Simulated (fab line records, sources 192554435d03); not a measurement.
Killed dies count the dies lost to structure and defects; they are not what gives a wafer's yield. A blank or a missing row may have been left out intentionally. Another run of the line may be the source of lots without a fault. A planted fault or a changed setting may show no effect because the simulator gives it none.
Chamber matching | flow n5-finfet | pecvd-04 running N5_BEOL_M10_ILD_DEP_00: 3 sister chambers
The step deposits SiCOH lowk from DEMS/porogen, target thk 308.51 nm, time 58 s. 6 wafers are shown with their chamber, then 12 later ones without.

## EACH WAFER AND ITS CHAMBER
wafer  | chamber | showerhead-plenum-p-Torr (Torr) | throttle-valve-pct (%)
L082.5 | 1       | 5.711                           | 13.3
L086.5 | 2       | 5.755                           | 12.8
L086.6 | 0       | 5.753                           | 12.7
L087.1 | 2       | 5.742                           | 13.0
L087.3 | 0       | 5.744                           | 13.1
L087.5 | 1       | 5.725                           | 13.6

## WAFERS WHOSE CHAMBER IS MISSING
wafer  | showerhead-plenum-p-Torr (Torr) | throttle-valve-pct (%)
L091.3 | 5.746                           | 13.0
L091.4 | 5.740                           | 12.9
L091.5 | 5.730                           | 13.7
L093.1 | 5.746                           | 13.2
L093.4 | 5.704                           | 13.5
L093.5 | 5.728                           | 13.0
L097.2 | 5.713                           | 13.6
L097.3 | 5.742                           | 13.1
L097.5 | 5.740                           | 12.9
L094.1 | 5.758                           | 12.7
L094.2 | 5.733                           | 13.1
L094.4 | 5.728                           | 13.6

## EACH ONE'S CHAMBER
wafer  | from the rows above          | in truth
L091.3 | can't be placed: 2 or 0      | 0
L091.4 | can't be placed: 0 or 2      | 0
L091.5 | 1                            | 1
L093.1 | can't be placed: 2 or 0      | 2
L093.4 | 1                            | 1
L093.5 | can't be placed: 1 or 2 or 0 | 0
L097.2 | 1                            | 1
L097.3 | can't be placed: 2 or 0      | 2
L097.5 | can't be placed: 0 or 2      | 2
L094.1 | can't be placed: 0 or 2      | 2
L094.2 | can't be placed: 2 or 0 or 1 | 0
L094.4 | 1                            | 1
Correctly placed: 4 of 12. Unplaceable from these rows: 8, with the true chamber sitting among the candidates in 8. Placed wrongly: 0.
How it was worked out, from the rows above alone: a wafer's distance from a chamber is the root of the sum, over the readings, of the square of ((its reading less the chamber's mean) divided by the reading's scatter). If the next closest chamber is less than 2 further off than the closest, the wafer can't be placed; otherwise it belongs to the closest. The mean given for a chamber averages the wafers shown for that chamber. The scatter: the root of (the sum of the squares of (reading less its chamber's mean) over the shown wafers, divided by (wafers less chambers)).
